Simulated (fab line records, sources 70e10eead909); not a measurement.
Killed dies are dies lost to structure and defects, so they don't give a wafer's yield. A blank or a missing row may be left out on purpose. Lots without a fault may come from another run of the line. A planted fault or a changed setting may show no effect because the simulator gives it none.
A struck lot beside a sound one | flow nand_harc | 21 steps out of a route of 1159
Sound: wafers L922.4, L922.5, L922.6. Struck: wafer L934.5. (L934.4 of the same lot was not struck and is left out.) The cause comes at the end.
At each step with rows: each side's tool, then ch and its chambers, then its first start. Under that, the readings that differ: sound wafers | struck wafers | difference of the means | sigmas: that difference in standard deviations of wafers without a fault.
alike: readings whose means differ by less than 2 such deviations, and words and numbers that are the same on both sides. not compared: withheld readings, readings that some wafer has no value for, bounds like >300 that may hide the same value, and numbers for which the record gives no deviation and whose values overlap.
The two part at a step that has a row with sigmas, a row that says differs or no value, or rows on one side only. Numbers that don't overlap but have no deviation are shown without sigmas and don't part them. A reading that every wafer of one side lacks parts them only if that side has two wafers or more.

NHARC_A_BLC_CVD_24: deposits W, target thk 150 nm, time 434 s.
  sound on cvd_w-01 ch 1; struck on cvd_w-01 ch 1
  alike: heater_power_w, mfc_h2_sccm, throttle_valve_pct
NHARC_A_BLC_CMP_25: polishes, t overpolish 30 s, target thk 150 nm.
  sound on cmp-02 ch 0,1, day 17 14:16; struck on cmp-01 ch 1, day 20 12:52
  alike: motor_current_A, overpolish_run_s, time_to_endpoint_s
then, 1 step without rows for these wafers: NHARC_A_BLC_SRD_27.
NHARC_A_BLC_INSPECT_28:
  sound on defect_inspect-01, day 17 14:40; struck on defect_inspect-01, day 20 13:19
  alike: raw_defect_count
then, 7 steps without rows for these wafers: NHARC_A_M0_DEP_00 (deposits SiOC, target thk 150 nm); NHARC_A_M0_DEHYDRATE_01 (time 120 s); NHARC_A_M0_HMDS_02 (time 30 s); NHARC_A_M0_COAT_33 (time 65 s); NHARC_A_M0_COAT_03 (resist thk 90 nm); NHARC_A_M0_SOFTBAKE_04 (time 55 s); NHARC_A_M0_EBR_05.
NHARC_A_M0_EXPOSE_06: exposes mask A M0, target cd 80 nm.
  sound on arfi_scanner-02 ch 0, day 17 15:26; struck on arfi_scanner-02 ch 0, day 20 13:58
  alike: mask, stage_vel_mm_s
then, 2 steps without rows for these wafers: NHARC_A_M0_PEB_07 (peb time 65 s); NHARC_A_M0_DEVELOP_08 (develop time 35 s).
NHARC_A_M0_CD_MEAS_09: target cd 80 nm.
  sound on cd_sem-03 ch 0, day 17 15:35; struck on cd_sem-03 ch 0, day 20 14:05
  reading    | sound          | struck | difference | sigmas
  cd_nm (nm) | 79.9 79.9 79.5 | 70.2   | -9.6       | -13
NHARC_A_M0_OVL_MEAS_10: pitch 160 nm.
  sound on overlay-02, day 17 15:40; struck on overlay-02, day 20 14:11
  alike: overlay_x_nm, overlay_y_nm
NHARC_A_M0_INSPECT_11:
  sound on defect_inspect-02, day 17 15:42; struck on defect_inspect-01, day 20 14:13
  reading          | sound   | struck | difference | sigmas
  raw_defect_count | 15 6 10 | 51     | +41        | +3
NHARC_A_M0_DESCUM_14: chemistry O2, time 3 s.
  sound on rie_diel-05 ch 1,2, day 17 15:46; struck on rie_diel-01 ch 2, day 20 14:17
  reading               | sound            | struck | difference | sigmas
  model.A_M0.cd_nm (nm) | 80.6 81.07 79.57 | 70.07  | -10.34     |
  alike: drypump_motor_current_A, oes_product_au, rf_vpp_V, showerhead_plenum_p_Torr, throttle_valve_pct
  not compared: rf_hours_counter_h
NHARC_A_M0_ETCH_34: etches the open film in N2/H2, target depth 40 nm, overetch 12 nm, time 43.94 s.
  sound on rie_diel-05 ch 0,1,3, day 17 15:51; struck on rie_diel-01 ch 1, day 20 14:51
  alike: drypump_motor_current_A, h2_flow_sccm, oes_product_au, rf_vpp_V, showerhead_plenum_p_Torr, throttle_valve_pct
  not compared: rf_hours_counter_h
NHARC_A_M0_ETCH_15: etches the open film in C4F8/Ar, target depth 150 nm, overetch 15 nm, time 82.5 s.
  sound on rie_diel-05 ch 1,2; struck on rie_diel-01 ch 1
  reading               | sound          | struck | difference | sigmas
  model.A_M0.cd_nm (nm) | 80.23 81.39 79 | 70.04  | -10.17     |
  alike: oes_product_au, rf_vpp_V
  not compared: rf_hours_counter_h
NHARC_A_M0_CD_MEAS_16:
  sound on cd_sem-01, day 17 16:04; struck on cd_sem-02, day 20 15:04
  reading    | sound          | struck | difference | sigmas
  cd_nm (nm) | 80.3 81.2 79.0 | 70.3   | -9.9       | -12

WHERE THEY PART
First at NHARC_A_M0_CD_MEAS_09; last, within this record, at NHARC_A_M0_CD_MEAS_16.

WHY: what the simulator had put in
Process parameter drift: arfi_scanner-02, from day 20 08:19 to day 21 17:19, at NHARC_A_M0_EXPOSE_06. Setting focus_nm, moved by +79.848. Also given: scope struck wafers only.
